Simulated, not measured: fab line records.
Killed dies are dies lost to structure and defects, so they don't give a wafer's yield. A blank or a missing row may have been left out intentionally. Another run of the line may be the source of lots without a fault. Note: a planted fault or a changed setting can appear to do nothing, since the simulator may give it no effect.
Lot-split experiment	flow n5-finfet	on a route of 1938 steps: 7 lots, 21 wafers read

== ABOUT THE SPLIT ==
At N5_BEOL_M3_COAT_67 (time 60 s, resist thk 60 nm), the setting spin-rpm was moved away from the recipe's 1500 rpm on 5 of the 21 wafers read, by -10.5% to +8.3%. All remaining wafers had this setting at the recipe value.

== FROM THE SPLIT TO THE READING: what the file shows between them, 11 steps ==
- N5_BEOL_M3_COAT_68: time 60 s, resist thk 12 nm (also split here: spin-rpm)
- N5_BEOL_M3_COAT_76: time 60 s, resist thk 5 nm
- N5_BEOL_M3_COAT_22: resist thk 30 nm
- N5_BEOL_M3_DESCUM_33: chemistry O2, time 7 s
- N5_BEOL_M3_ETCH_77: etches underlayer in N2/H2, target depth 6.5 nm, time 5.2 s
- N5_BEOL_M3_ETCH_69: etches SiARC in CF4, target depth 15.6 nm, time 26 s
- N5_BEOL_M3_ALD_98: deposits SiO2, target thk 2.5 nm, pulse time 1 s, co reactant pulse time 1 s
- N5_BEOL_M3_ETCHBACK_99: etches SiO2 in CHF3, target depth 5 nm, time 10.4 s
- N5_BEOL_M3_ETCH_70: etches SOC in N2/H2, target depth 80 nm, overetch 16 nm, time 120 s
- N5_BEOL_M3_STRIP_71: strips in N2/H2
- N5_BEOL_M3_STRIP_78: strips in N2/H2

== THE READING ==
SOC_of_BEOL_M3_COAT_67.thk-nm (the simulator's own value, which no gauge read), in nm, at N5_BEOL_M3_VIA_ETCH_34 (etches the open film in C4F6/O2, target depth 69.4 nm, time 65.9 s). No usual value for it is given in the file. Here, 16 wafers ran the recipe; their average is 51.9 nm with a standard deviation of 0.21 nm.

wafer	tool, chamber at the split	spin-rpm as run, rpm	against the recipe	SOC_of_BEOL_M3_COAT_67.thk-nm, nm	against lot-mates on the recipe
L075.2	litho-track-04, 0	1500	recipe	52	-
L075.6	litho-track-04, 0	1500	recipe	52	-
L075.3	litho-track-04, 0	1500	recipe	52.2	-
L077.1	litho-track-01, 0	1500	recipe	51.8	-
L077.2	litho-track-01, 0	1500	recipe	51.6	-
L077.5	litho-track-01, 0	1500	recipe	51.4	-
L078.4	litho-track-01, 0	1500	recipe	51.8	-
L078.6	litho-track-01, 0	1500	recipe	51.8	-
L078.5	litho-track-01, 0	1625	+8.3%	49.8	-2.0
L081.1	litho-track-03, 0	1500	recipe	52	-
L081.3	litho-track-03, 0	1413	-5.8%	54.2	+2.1
L081.5	litho-track-03, 0	1500	recipe	52.2	-
L082.1	litho-track-04, 0	1500	recipe	51.8	-
L082.2	litho-track-04, 0	1500	recipe	51.8	-
L082.5	litho-track-04, 0	1453	-3.1%	53.2	+1.4
L090.2	litho-track-01, 0	1500	recipe	51.8	-
L090.4	litho-track-01, 0	1343	-10.5%	55.6	+3.8
L090.6	litho-track-01, 0	1343	-10.5%	55.6	+3.8
L093.4	litho-track-04, 0	1500	recipe	52	-
L093.5	litho-track-04, 0	1500	recipe	51.6	-
L093.6	litho-track-04, 0	1500	recipe	51.8	-

THE FIT
A straight line over all 21 wafers: SOC_of_BEOL_M3_COAT_67.thk-nm changes by -0.336 nm for each +1% of spin-rpm; r = -0.98; the points scatter about the line by 0.27 nm.
The same after taking each lot's own level away (the mean of its wafers on the recipe; 21 wafers): -0.334 nm for each +1%; r = -0.99; scatter 0.23 nm.
According to that fit, moving spin-rpm by its largest amount changes the reading by 3.5 nm.
The lots' own levels span 51.60 to 52.10 nm, that is 2.4 times the standard deviation above.
The two slopes agree, so the slope changes little with the lot-to-lot level.
Check: for one of the wafers moved furthest among these (-10.5%), held out of the fit, the line's prediction against its lot-mates is +3.48 nm. It came out at +3.8 nm against them.

== ADDITIONAL SPLITS CARRIED BY THESE WAFERS ==
Note: prior to the reading, these wafers also went through further splits. Each is held against what the fit with the lots' levels taken away leaves over:
other split on the same wafers	wafers away from the commonest value	r with SOC_of_BEOL_M3_COAT_67.thk-nm (lot level and that fit taken away)
N5_BEOL_M3_COAT_68 spin-rpm	7	-0.09

== THE WHOLE CHAIN: every reading that the file lists as answering this split, in the file's order ==
step	what it does	reading	change (the file's fit)	r (the file's)
N5_BEOL_M3_COAT_67	time 60 s, resist thk 60 nm	SOC_of_BEOL_M3_COAT_67.thk-nm (the simulator's own value, which no gauge read)	-0.322 nm for each +1% of the setting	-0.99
N5_BEOL_M3_ETCH_70	etches SOC in N2/H2, target depth 80 nm, overetch 16 nm, time 120 s	etch.depth-nm (the simulator's own value, which no gauge read)	-0.329 nm for each +1% of the setting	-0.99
N5_BEOL_M3_VIA_ETCH_34	etches the open film in C4F6/O2, target depth 69.4 nm, time 65.9 s	SOC_of_BEOL_M3_COAT_67.thk-nm (the simulator's own value, which no gauge read)	-0.328 nm for each +1% of the setting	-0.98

== FILE'S OWN FIT ==
SOC_of_BEOL_M3_COAT_67.thk-nm changes by -0.328 nm for each +1% of spin-rpm, r = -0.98.
